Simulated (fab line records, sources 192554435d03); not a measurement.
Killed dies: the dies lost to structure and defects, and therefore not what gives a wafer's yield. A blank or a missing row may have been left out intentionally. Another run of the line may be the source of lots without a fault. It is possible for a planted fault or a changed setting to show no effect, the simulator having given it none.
Chamber matching | flow n5_finfet | 4 sister chambers for N5_FIN_SAQP_SPACER1_ALD_24 on ald_sin-03
The step deposits SiO2, target thk 20.3 nm, pulse time 1 s, purge time 2 s. 16 wafers are shown with their chamber, then 8 later ones without.

EACH WAFER AND ITS CHAMBER
wafer  | chamber | heater_power_w (W) | precursor_pulse_height_rel
L074.1 | 1       | 460                | 0.991
L074.3 | 0       | 478                | 1.019
L074.4 | 1       | 474                | 1.012
L077.1 | 1       | 471                | 0.998
L077.4 | 0       | 499                | 0.967
L077.5 | 3       | 496                | 1.014
L081.1 | 0       | 488                | 1.000
L081.3 | 1       | 461                | 1.015
L081.4 | 2       | 448                | 1.010
L082.2 | 3       | 504                | 0.978
L082.4 | 2       | 435                | 0.995
L082.5 | 3       | 497                | 0.977
L083.1 | 1       | 466                | 0.999
L083.4 | 3       | 483                | 1.013
L083.5 | 1       | 467                | 1.013
L088.1 | 2       | 477                | 1.009

SIGNATURES (means of the wafers above)
reading                    | chamber 0 | chamber 1 | chamber 2 | chamber 3 | scatter within a chamber
heater_power_w             | 488.33    | 466.50    | 453.33    | 495.00    | 11.3
precursor_pulse_height_rel | 0.99533   | 1.00467   | 1.00467   | 0.99550   | 0.0166
Rule: for a wafer and a chamber, the distance is found by dividing, reading by reading, the gap between the wafer's reading and the chamber's mean by the reading's scatter, squaring, summing and taking the root. If the next closest chamber is less than 2 further off than the closest, the wafer can't be placed; otherwise it belongs to the closest. The scatter is the square root of a quotient: the sum, over the shown wafers, of each reading's squared deviation from its chamber's mean, divided by wafers minus chambers.

WAFERS WITHOUT THEIR CHAMBER
wafer  | heater_power_w (W) | precursor_pulse_height_rel
L088.2 | 468                | 1.021
L088.5 | 470                | 1.019
L095.1 | 460                | 0.995
L095.4 | 466                | 0.985
L095.6 | 444                | 1.009
L096.2 | 444                | 0.997
L096.4 | 483                | 1.008
L096.5 | 461                | 0.998

THE CHAMBER EACH PASSED THROUGH
wafer  | from the rows above               | in truth
L088.2 | can't be placed: 1 or 2 or 0 or 3 | 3
L088.5 | can't be placed: 1 or 2 or 0 or 3 | 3
L095.1 | can't be placed: 1 or 2 or 0      | 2
L095.4 | can't be placed: 1 or 2 or 0 or 3 | 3
L095.6 | can't be placed: 2 or 1           | 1
L096.2 | can't be placed: 2 or 1           | 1
L096.4 | can't be placed: 0 or 3 or 1 or 2 | 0
L096.5 | can't be placed: 1 or 2 or 0      | 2
Correct placement for 0 of the 8. Not placeable from these rows: 8 (in 8, the candidates include the true chamber). Wrongly placed: 0.
